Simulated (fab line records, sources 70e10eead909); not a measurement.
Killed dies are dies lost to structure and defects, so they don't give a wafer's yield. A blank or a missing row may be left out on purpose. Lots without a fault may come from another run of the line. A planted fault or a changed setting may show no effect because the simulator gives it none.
Chamber matching | flow nand_harc | NHARC_A_M0_ETCH_34 on rie_diel-10: 4 sister chambers
The step etches the open film in N2/H2, target depth 40 nm, overetch 12 nm, time 43.94 s. 8 wafers are shown with their chamber, then 7 later ones without.

WAFERS WITH THEIR CHAMBER
wafer  | chamber | rf_vpp_V (V) | throttle_valve_pct (%)
L081.5 | 0       | 428.6        | 14.169
L081.6 | 3       | 426.1        | 14.176
L082.6 | 1       | 428.6        | 14.181
L086.1 | 2       | 430.3        | 14.170
L086.3 | 3       | 426.1        | 14.174
L086.5 | 1       | 429.6        | 14.184
L087.2 | 0       | 427.5        | 14.167
L087.3 | 2       | 430.2        | 14.178

WAFERS WITHOUT THEIR CHAMBER
wafer  | rf_vpp_V (V) | throttle_valve_pct (%)
L087.5 | 426.4        | 14.169
L088.1 | 427.4        | 14.160
L088.3 | 428.5        | 14.176
L088.6 | 431.0        | 14.174
L092.1 | 428.4        | 14.174
L092.2 | 429.4        | 14.160
L092.6 | 428.0        | 14.170

WHICH CHAMBER EACH WENT THROUGH
wafer  | from the rows above          | in truth
L087.5 | can't be placed: 3 or 0      | 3
L088.1 | 0                            | 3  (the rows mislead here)
L088.3 | can't be placed: 1 or 0 or 2 | 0
L088.6 | 2                            | 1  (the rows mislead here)
L092.1 | can't be placed: 0 or 1 or 2 | 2
L092.2 | can't be placed: 0 or 2      | 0
L092.6 | 0                            | 0
Placed correctly: 1 of 7. Can't be placed from these rows: 4 (the true chamber is among the candidates in 4). Placed wrongly: 2.
How it was worked out, from the rows above alone: a wafer's distance from a chamber is the root of the sum, over the readings, of the square of ((its reading less the chamber's mean) divided by the reading's scatter). The wafer belongs to the nearest chamber; if the next one is less than 2 further off, it can't be placed. A chamber's mean is the mean of its shown wafers. The scatter: the root of (the sum of the squares of (reading less its chamber's mean) over the shown wafers, divided by (wafers less chambers)).
